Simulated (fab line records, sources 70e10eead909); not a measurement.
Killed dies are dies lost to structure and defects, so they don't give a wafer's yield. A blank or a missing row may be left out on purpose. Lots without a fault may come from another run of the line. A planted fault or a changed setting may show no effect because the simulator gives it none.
Which tool did it? | flow nand_harc | 7 lots, 21 wafers sampled, at 1 step of a route of 1302

WHAT THE GAUGES READ, wafer by wafer
NHARC_P_M2_THK_MEAS_24: measures by xrf.
lot  | measured     | on            | thk_nm (nm)
L129 | day 7 15:41  | film_metro-01 | 142.9 145.9 146.1
L132 | day 9 11:56  | film_metro-01 | 144.2 139.9 146.1
L135 | day 10 07:46 | film_metro-01 | 144.5 145.9 142.8
L138 | day 11 07:06 | film_metro-01 | 143.9 145.5 144.2
L139 | day 12 04:53 | film_metro-01 | 146.4 146.2 145.1
L147 | day 15 06:34 | film_metro-01 | 146.0 146.3 143.0
L149 | day 16 06:08 | film_metro-02 | 145.0 145.5 143.7

WHICH TOOL RAN EACH LOT (tool, then ch and the chambers of the sampled wafers, then the start)
The record holds no process step before these readings.

THE ANSWER, worked out from the rows above alone
Rule: what is usual is taken from the lots themselves. Put in order of their means at a reading, lots are off if they are a third of the lots or fewer, leave a main group of 4 or more, and stand apart from it by a gap of 3 or more times the standard deviation of the main group's means; of several such gaps the widest counts. A main group whose means are all the same, to the digits that the tables above print for the reading, isn't used. A lot without any number at a reading at which 4 lots or more have one is off too. The other lots that the step has rows for count as sound.
No lot is off at any reading shown: from this, nothing can be told.

WHAT THE SIMULATOR HAD PUT IN
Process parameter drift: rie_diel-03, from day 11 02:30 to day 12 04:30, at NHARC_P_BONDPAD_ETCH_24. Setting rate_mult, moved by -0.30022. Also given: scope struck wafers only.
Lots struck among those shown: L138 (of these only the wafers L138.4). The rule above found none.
